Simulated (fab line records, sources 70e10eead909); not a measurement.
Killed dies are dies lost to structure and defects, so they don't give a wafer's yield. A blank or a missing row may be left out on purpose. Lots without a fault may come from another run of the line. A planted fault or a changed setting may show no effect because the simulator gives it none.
Chamber matching | flow nand_harc | NHARC_A_SGD_CUT_DESCUM_14 on rie_diel-09: 4 sister chambers
The step chemistry O2, time 3 s. 8 wafers are shown with their chamber, then 8 later ones without.

WAFERS WITH THEIR CHAMBER
wafer  | chamber | drypump_motor_current_A (A) | oes_product_au (a.u.)
L078.2 | 2       | 5.82                        | 1.002
L078.1 | 3       | 5.54                        | 1.002
L078.3 | 0       | 5.42                        | 0.987
L078.6 | 2       | 5.79                        | 1.010
L081.3 | 3       | 5.54                        | 1.006
L081.4 | 0       | 5.38                        | 0.998
L081.6 | 1       | 5.74                        | 1.024
L082.1 | 1       | 5.71                        | 1.005

WAFERS WITHOUT THEIR CHAMBER
wafer  | drypump_motor_current_A (A) | oes_product_au (a.u.)
L082.4 | 5.84                        | 1.000
L082.5 | 5.82                        | 0.994
L082.2 | 5.36                        | 0.993
L082.3 | 5.52                        | 1.017
L082.6 | 5.72                        | 1.018
L084.1 | 5.39                        | 0.990
L084.2 | 5.74                        | 1.004
L084.5 | 5.37                        | 0.991

WHICH CHAMBER EACH WENT THROUGH
wafer  | from the rows above     | in truth
L082.4 | 2                       | 2
L082.5 | 2                       | 2
L082.2 | 0                       | 0
L082.3 | 3                       | 3
L082.6 | 1                       | 1
L084.1 | 0                       | 0
L084.2 | can't be placed: 1 or 2 | 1
L084.5 | 0                       | 0
Placed correctly: 7 of 8. Can't be placed from these rows: 1 (the true chamber is among the candidates in 1). Placed wrongly: 0.
How it was worked out, from the rows above alone: a wafer's distance from a chamber is the root of the sum, over the readings, of the square of ((its reading less the chamber's mean) divided by the reading's scatter). The wafer belongs to the nearest chamber; if the next one is less than 2 further off, it can't be placed. A chamber's mean is the mean of its shown wafers. The scatter: the root of (the sum of the squares of (reading less its chamber's mean) over the shown wafers, divided by (wafers less chambers)).
